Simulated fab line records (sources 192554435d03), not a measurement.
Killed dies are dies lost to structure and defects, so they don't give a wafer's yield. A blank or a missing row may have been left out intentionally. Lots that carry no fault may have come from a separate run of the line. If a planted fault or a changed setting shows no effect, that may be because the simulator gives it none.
Lot-split experiment    flow n5 finfet    on a route of 1938 steps: 7 lots, 21 wafers read

## ON THE SPLIT
At N5_BEOL_M0_SAQP_PECVD_96 (deposits a-Si from SiH4/He, target thk 45 nm, time 45.2 s), the setting time s was moved away from the recipe's 45.2 s on 7 of the 21 wafers read, by -13.4% to +13.6%. The other wafers ran this setting at the recipe's value.

## FROM THE SPLIT TO THE READING: what the file shows between them, 11 steps
- N5_BEOL_M0_SAQP_EXPOSE_11: exposes mask M0 CORE, target cd 42 nm (also split here: dose mj)
- N5_BEOL_M0_SAQP_PEB_12: peb time 60 s
- N5_BEOL_M0_SAQP_DEVELOP_13: develop time 30 s
- N5_BEOL_M0_SAQP_CD_MEAS_14: target cd 42.5 nm
- N5_BEOL_M0_SAQP_ETCH_101: etches SiNx in CH3F/O2, target depth 29.9 nm, time 42.7 s
- N5_BEOL_M0_SAQP_ETCH_102: etches SiO2 in CF4, target depth 4 nm, time 4.4 s
- N5_BEOL_M0_SAQP_MANDREL_ETCH_103: etches a-Si in HBr/Cl2, stops on SiCN, target depth 45 nm, bt time 10 s, time 27 s
- N5_BEOL_M0_SAQP_RECESS_104: chemistry HF/NH3, target SiO2, target depth 18 nm, afs cycles 3, sublimation time 60 s
- N5_BEOL_M0_SAQP_COAT_105: time 60 s, resist thk 100 nm
- N5_BEOL_M0_SAQP_STRIP_108: strips in N2/H2
- N5_BEOL_M0_SAQP_RECESS_109: chemistry HF/NH3, target SiO2, target depth 3 nm, afs cycles 1, sublimation time 60 s

## THE READING
a-Si_of_BEOL_M0_SAQP_PECVD_96.thk nm (the simulator's own value, which no gauge read), in nm, at N5_BEOL_M0_SAQP_SPACER2_ALD_26 (deposits SiO2, target thk 15 nm, pulse time 1 s, purge time 2 s). The file does not state a usual value for it. Here, 14 wafers ran the recipe; their average is 44.2 nm with a standard deviation of 0.59 nm.

wafer   tool, chamber at the split  time s as run, s  against the recipe  a-Si_of_BEOL_M0_SAQP_PECVD_96.thk nm, nm  against lot-mates on the recipe
L077.2  pecvd-03, 1                 51.36             +13.6%              50.4                                      +5.9
L077.4  pecvd-03, 2                 45.2              recipe              44.2                                      -
L077.6  pecvd-03, 1                 45.2              recipe              44.8                                      -
L081.2  pecvd-03, 1                 45.2              recipe              43.6                                      -
L081.5  pecvd-03, 2                 45.2              recipe              44                                        -
L081.6  pecvd-03, 1                 45.2              recipe              43.8                                      -
L082.4  pecvd-02, 0                 45.2              recipe              44.8                                      -
L082.5  pecvd-02, 1                 41.72             -7.7%               40.6                                      -3.5
L082.6  pecvd-02, 2                 45.2              recipe              43.4                                      -
L086.1  pecvd-02, 2                 45.2              recipe              43.6                                      -
L086.3  pecvd-02, 0                 39.16             -13.4%              38.2                                      -5.4
L086.6  pecvd-02, 2                 39.16             -13.4%              38                                        -5.6
L087.1  pecvd-02, 0                 45.2              recipe              44.4                                      -
L087.4  pecvd-02, 2                 45.2              recipe              44.8                                      -
L087.6  pecvd-02, 1                 45.2              recipe              45                                        -
L090.2  pecvd-03, 2                 45.2              recipe              43.2                                      -
L090.3  pecvd-03, 1                 40.34             -10.8%              39.2                                      -4.3
L090.6  pecvd-03, 1                 45.2              recipe              43.8                                      -
L095.1  pecvd-01, 1                 40.29             -10.9%              39.8                                      -5.0
L095.3  pecvd-01, 2                 45.2              recipe              44.8                                      -
L095.4  pecvd-01, 1                 40.29             -10.9%              40.2                                      -4.6

THE FIT
A straight line over all 21 wafers: a-Si_of_BEOL_M0_SAQP_PECVD_96.thk nm changes by +0.44 nm for each +1% of time s; r = +0.98; the points scatter about the line by 0.56 nm.
The same after taking each lot's own level away (the mean of its wafers on the recipe; 21 wafers): +0.425 nm for each +1%; r = +0.99; scatter 0.32 nm.
According to that fit, moving time s by its largest amount changes the reading by 5.8 nm.
Across the lots, their own levels run from 43.50 to 44.80 nm, a range of 2.2 times the standard deviation given above.
The two slopes are in agreement: the lot-to-lot level therefore moves the slope only a little.
Check: for one of the wafers moved furthest among these (+13.6%), held out of the fit, the line's prediction against its lot-mates is +5.74 nm. It came out at +5.9 nm against them.

## FURTHER SPLITS ON THESE WAFERS
Before the reading, these wafers also passed through other splits. Each is held against what the fit with the lots' levels taken away leaves over:
other split on the same wafers        wafers away from the commonest value  r with a-Si_of_BEOL_M0_SAQP_PECVD_96.thk nm (lot level and that fit taken away)
N5_HKMG_FIN_PEB_47 peb time s         2                                     -0.50
N5_GATE_CUT_COAT_34 spin rpm          7                                     -0.32
N5_MOL_CONTACT_COAG_PECVD_31 temp c   8                                     -0.03
N5_MOL_CONTACT_COAG_COAT_76 spin rpm  5                                     -0.06
N5_BEOL_M0_SAQP_EXPOSE_11 dose mj     7                                     -0.08

## THE WHOLE CHAIN: every reading that the file lists as answering this split, in the file's order
step                              what it does                                                                        reading                                                                                change (the file's fit)                r (the file's)
N5_BEOL_M0_SAQP_PECVD_96          deposits a-Si from SiH4/He, target thk 45 nm, time 45.2 s                           a-Si_of_BEOL_M0_SAQP_PECVD_96.thk nm (the simulator's own value, which no gauge read)  +0.43 nm for each +1% of the setting   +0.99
N5_BEOL_M0_SAQP_MANDREL_ETCH_103  etches a-Si in HBr/Cl2, stops on SiCN, target depth 45 nm, bt time 10 s, time 27 s  etch.depth nm (the simulator's own value, which no gauge read)                         +0.427 nm for each +1% of the setting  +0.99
N5_BEOL_M0_SAQP_SPACER2_ALD_26    deposits SiO2, target thk 15 nm, pulse time 1 s, purge time 2 s                     a-Si_of_BEOL_M0_SAQP_PECVD_96.thk nm (the simulator's own value, which no gauge read)  +0.425 nm for each +1% of the setting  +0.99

## THE FILE'S OWN FIT
a-Si_of_BEOL_M0_SAQP_PECVD_96.thk nm changes by +0.425 nm for each +1% of time s, r = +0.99.
